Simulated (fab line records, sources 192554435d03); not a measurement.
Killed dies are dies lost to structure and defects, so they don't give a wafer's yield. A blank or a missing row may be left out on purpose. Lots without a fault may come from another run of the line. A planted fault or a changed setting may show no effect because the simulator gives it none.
Split-lot experiment | flow n5_finfet | 7 lots, 21 wafers read, on a route of 1938 steps

THE SPLIT
At N5_SD_EPI_P_ETCH_16 (etches SiO2 in CHF3/O2, target depth 5 nm), the setting target_depth_a was moved away from the recipe's 50 angstrom on 7 of the 21 wafers read, by -7.6% to +12.0%. The other wafers ran this setting at the recipe's value.

The reading is taken at the split's own step.

THE READING
etch.depth_nm (the simulator's own value, which no gauge read), in nm, at N5_SD_EPI_P_ETCH_16 (etches SiO2 in CHF3/O2, target depth 5 nm). The file gives no usual value for it. The 14 wafers here that ran the recipe average 4.931 nm, standard deviation 0.088 nm.

wafer  | tool, chamber at the split | target_depth_a as run, angstrom | against the recipe | etch.depth_nm, nm | against lot-mates on the recipe
L074.1 | rie_diel-02, 3             | 53.98                           | +8.0%              | 5.434             | +0.522
L074.2 | rie_diel-02, 1             | 50                              | recipe             | 5.017             | -
L074.4 | rie_diel-02, 2             | 50                              | recipe             | 4.806             | -
L075.4 | rie_diel-03, 0             | 50                              | recipe             | 4.891             | -
L075.5 | rie_diel-03, 3             | 50                              | recipe             | 4.97              | -
L075.6 | rie_diel-03, 0             | 50                              | recipe             | 4.859             | -
L078.1 | rie_diel-03, 0             | 46.21                           | -7.6%              | 4.542             | -0.232
L078.3 | rie_diel-03, 3             | 46.21                           | -7.6%              | 4.676             | -0.098
L078.6 | rie_diel-03, 2             | 50                              | recipe             | 4.774             | -
L081.3 | rie_diel-01, 2             | 54.15                           | +8.3%              | 5.349             | +0.335
L081.4 | rie_diel-01, 2             | 50                              | recipe             | 4.929             | -
L081.5 | rie_diel-01, 1             | 50                              | recipe             | 5.099             | -
L089.2 | rie_diel-03, 3             | 50                              | recipe             | 4.981             | -
L089.6 | rie_diel-03, 3             | 50                              | recipe             | 4.981             | -
L089.5 | rie_diel-03, 0             | 50                              | recipe             | 4.855             | -
L090.1 | rie_diel-01, 0             | 55.98                           | +12.0%             | 5.725             | +0.807
L090.2 | rie_diel-01, 2             | 50                              | recipe             | 4.886             | -
L090.4 | rie_diel-01, 3             | 50                              | recipe             | 4.95              | -
L091.1 | rie_diel-02, 2             | 53.83                           | +7.7%              | 5.148             | +0.116
L091.3 | rie_diel-02, 1             | 50                              | recipe             | 5.032             | -
L091.5 | rie_diel-02, 1             | 53.83                           | +7.7%              | 5.367             | +0.335

THE FIT
A straight line over all 21 wafers: etch.depth_nm changes by +0.0523 nm for each +1% of target_depth_a; r = +0.93; the points scatter about the line by 0.1 nm.
The same after taking each lot's own level away (the mean of its wafers on the recipe; 21 wafers): +0.0429 nm for each +1%; r = +0.87; scatter 0.12 nm.
On that fit, the largest move of target_depth_a shifts the reading by 0.51 nm.
The lots' own levels span 4.7740 to 5.0320 nm, that is 2.9 times the standard deviation above.
So the lot-to-lot level changes the slope: the two fits differ.
Check: with one of the wafers moved furthest among these (+12.0%) left out of the fit, the line predicts +0.433 nm for it against its lot-mates. It came out at +0.807 nm against them.

OTHER SPLITS ON THESE WAFERS
These wafers also went through other splits before the reading. Each is held against what the fit with the lots' levels taken away leaves over:
other split on the same wafers                    | wafers away from the commonest value | r with etch.depth_nm (lot level and that fit taken away)
N5_WELL_APT_EXPOSE_05 dose_mj                     | 9                                    | -0.28
N5_WELL_APT_PEB_06 peb_temp_c                     | 7                                    | +0.20
N5_PMOS_HMC_CHANNEL_EPI_DEVELOP_08 develop_time_s | 2                                    | -0.07
N5_FIN_SAQP_SPACER1_ALD_24 ald_cycles             | 6                                    | -0.04
N5_SD_EPI_N_ETCH_35 time_s                        | 9                                    | -0.15

THE FILE'S OWN FIT
etch.depth_nm changes by +0.05 nm for each +1% of target_depth_a, r = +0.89.
